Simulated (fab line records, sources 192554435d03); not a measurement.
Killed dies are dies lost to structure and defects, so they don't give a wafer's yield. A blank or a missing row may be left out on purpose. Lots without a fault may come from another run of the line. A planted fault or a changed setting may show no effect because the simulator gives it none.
Chamber matching | flow n5_finfet | N5_BEOL_M1_PRE_CLEAN_60 on cvd_co-01: 3 sister chambers
The step time 15 s. 3 wafers are shown with their chamber, then 12 later ones without.

WAFERS WITH THEIR CHAMBER
wafer  | chamber | heater_power_outer_w (W)
L089.1 | 0       | 18
L089.2 | 1       | 22
L089.3 | 2       | 20

WAFERS WITHOUT THEIR CHAMBER
wafer  | heater_power_outer_w (W)
L088.1 | 22
L088.4 | 18
L088.6 | 20
L091.2 | 23
L091.4 | 22
L091.6 | 18
L094.2 | 20
L094.3 | 23
L094.6 | 20
L096.1 | 22
L096.3 | 18
L096.5 | 20

WHICH CHAMBER EACH WENT THROUGH
wafer  | from the rows above | in truth
L088.1 | 1                   | 1
L088.4 | 0                   | 0
L088.6 | 2                   | 2
L091.2 | 1                   | 1
L091.4 | 1                   | 1
L091.6 | 0                   | 0
L094.2 | 2                   | 2
L094.3 | 1                   | 1
L094.6 | 2                   | 2
L096.1 | 1                   | 1
L096.3 | 0                   | 0
L096.5 | 2                   | 2
Placed correctly: 12 of 12. Can't be placed from these rows: 0. Placed wrongly: 0.
How it was worked out, from the rows above alone: a wafer's distance from a chamber is the root of the sum, over the readings, of the square of ((its reading less the chamber's mean) divided by the reading's scatter). The wafer belongs to the nearest chamber; if the next one is less than 2 further off, it can't be placed. A chamber's mean is the mean of its shown wafers. The scatter: with one shown wafer a chamber, the root of the mean of the squares of how far each hidden wafer lies from its nearest shown one.
